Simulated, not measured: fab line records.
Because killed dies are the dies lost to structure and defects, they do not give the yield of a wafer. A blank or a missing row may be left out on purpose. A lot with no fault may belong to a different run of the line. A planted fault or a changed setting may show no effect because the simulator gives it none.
A struck lot beside a sound one || flow n5-finfet || 37 out of 1938 route steps
Sound: the wafers L465.1, L465.4, L465.5. Wafers L456.2, L456.4, L456.6 were the ones struck. The cause is given at the end.
Per side, at each step with rows, come the tool, then ch with its chambers, and then its first start. Under that, the readings that differ: sound wafers || struck wafers || difference of the means || sigmas: that difference in standard deviations of wafers without a fault.
alike: same words and numbers on both sides, and readings whose means sit less than 2 such deviations apart. not compared: any withheld reading, any reading some wafer has no value for, any bound like >300 that may hide the same value, and any number with overlapping values for which the record gives no deviation.
Wherever a step has rows on one side only, a row that says differs or no value, or a row with sigmas, the two part there. Non-overlapping numbers with no deviation appear without sigmas and do not part them. A reading missing from all wafers of one side parts the sides only when that side holds two or more wafers.

first, 9 steps without rows for these wafers: N5_BEOL_M7_ALD_77 (deposits TaN, target thk 2 nm, pulse time 2 s, purge time 3 s); N5_BEOL_M7_SURFACE_TREAT_79; N5_BEOL_M7_CVD_78 (deposits Co from CCTBA/H2, target thk 2 nm, time 142.3 s); N5_BEOL_M7_SPUTTER_48 (material Cu, target thk 10 nm, time 1.667 s); N5_BEOL_M7_ECD_50 (material Cu, target thk 300 nm); N5_BEOL_M7_ANNEAL_51 (time 90 s); N5_BEOL_M7_CMP_52 (polishes, stops on SiCOH lowk, t overpolish 6.9 s, target thk 80 nm); N5_BEOL_M7_PRE_CLEAN_55 (time 15 s); N5_BEOL_M7_DEP_56 (deposits SiCN from 3MS/NH3, target thk 10 nm, time 17.5 s).
N5_BEOL_M8_ILD_DEP_00: deposits SiCOH lowk from DEMS/porogen, target thk 179.75 nm, time 33.4 s.
  sound on pecvd-02 ch 0,2, day 14 20:20; struck on pecvd-01 ch 0,1,2, day 12 03:16
{"reading": "susceptor-temp-C (C)", "sound": "299.84 299.80 300.10", "struck": "285.11 285.24 285.00", "difference": -14.80, "sigmas": -82}
{"reading": "model.SiCOH_lowk_of_BEOL_M8_ILD_DEP_00.thk-nm (nm)", "sound": "176.8 180.6 180.4", "struck": "196 197.6 202", "difference": "+19", "sigmas": ""}
  alike: heater-power-w, showerhead-plenum-p-Torr, throttle-valve-pct
then, 1 step without rows for these wafers: N5_BEOL_M8_CURE_74 (cures SiCOH lowk, time 240 s).
N5_BEOL_M8_THK_MEAS_01:
  sound on film-metro-01, day 14 20:55; struck on film-metro-02, day 12 03:50
{"reading": "M8_ILD_THK (nm)", "sound": "152.3 155.8 155.6", "struck": "169.0 170.5 174.5", "difference": "+16.8", "sigmas": "+7"}
then, 23 steps without rows for these wafers: N5_BEOL_M8_PECVD_70 (deposits SiO2 from TEOS/O2, target thk 20 nm, time 22.7 s); N5_BEOL_M8_HM_DEP_02 (deposits TiN, target thk 20 nm); N5_BEOL_M8_COAT_59 (time 60 s, resist thk 100 nm); N5_BEOL_M8_COAT_60 (time 60 s, resist thk 35 nm); N5_BEOL_M8_COAT_05 (resist thk 90 nm); N5_BEOL_M8_EBR_07; N5_BEOL_M8_SOFTBAKE_06 (time 60 s); N5_BEOL_M8_EXPOSE_08 (exposes mask M8); N5_BEOL_M8_PEB_09 (peb time 60 s); N5_BEOL_M8_DEVELOP_10 (develop time 30 s); N5_BEOL_M8_DESCUM_16 (chemistry O2, time 7.9 s); N5_BEOL_M8_ETCH_61 (etches SiARC in CF4, target depth 45.5 nm, time 75.8 s); N5_BEOL_M8_ETCH_62 (etches SOC in N2/H2, target depth 110 nm, overetch 22 nm, time 165 s); N5_BEOL_M8_STRIP_68 (strips in N2/H2); N5_BEOL_M8_STRIP_67 (strips in CF4); N5_BEOL_M8_HM_OPEN_17 (chemistry Cl2/BCl3, target TiN, target depth 20 nm, overetch 6 nm); N5_BEOL_M8_STRIP_19 (strips in O2); N5_BEOL_M8_COAT_63 (time 60 s, resist thk 60 nm); N5_BEOL_M8_COAT_64 (time 60 s, resist thk 12 nm); N5_BEOL_M8_COAT_71 (time 60 s, resist thk 5 nm); N5_BEOL_M8_COAT_22 (resist thk 30 nm); N5_BEOL_M8_EBR_24; N5_BEOL_M8_SOFTBAKE_23 (time 60 s).
N5_BEOL_M8_CMP_52: polishes, stops on SiCOH lowk, t overpolish 6.9 s, target thk 80 nm.
  sound on cmp-03 ch 0,2, day 15 04:13; struck on cmp-01 ch 0,2, day 12 12:17
{"reading": "model.SiCOH_lowk_of_BEOL_M8_ILD_DEP_00.thk-nm (nm)", "sound": "149.4 152.8 152.6", "struck": "166.2 167.6 171.4", "difference": "+16.8", "sigmas": ""}
  alike: motor-current-A, slurry-flow-ml-min
after that, 1 step had no rows for these wafers: N5_PASSIVATION_PROBE_49.

WHERE THEY PART
First at N5_BEOL_M8_ILD_DEP_00; last, within this record, at N5_BEOL_M8_THK_MEAS_01. Later steps at which nothing parts them and some readings are alike: N5_BEOL_M8_CMP_52.

WHY: what the simulator had put in
Process parameter drift: pecvd-01, from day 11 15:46 on, at N5_BEOL_M8_ILD_DEP_00. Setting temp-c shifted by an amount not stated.
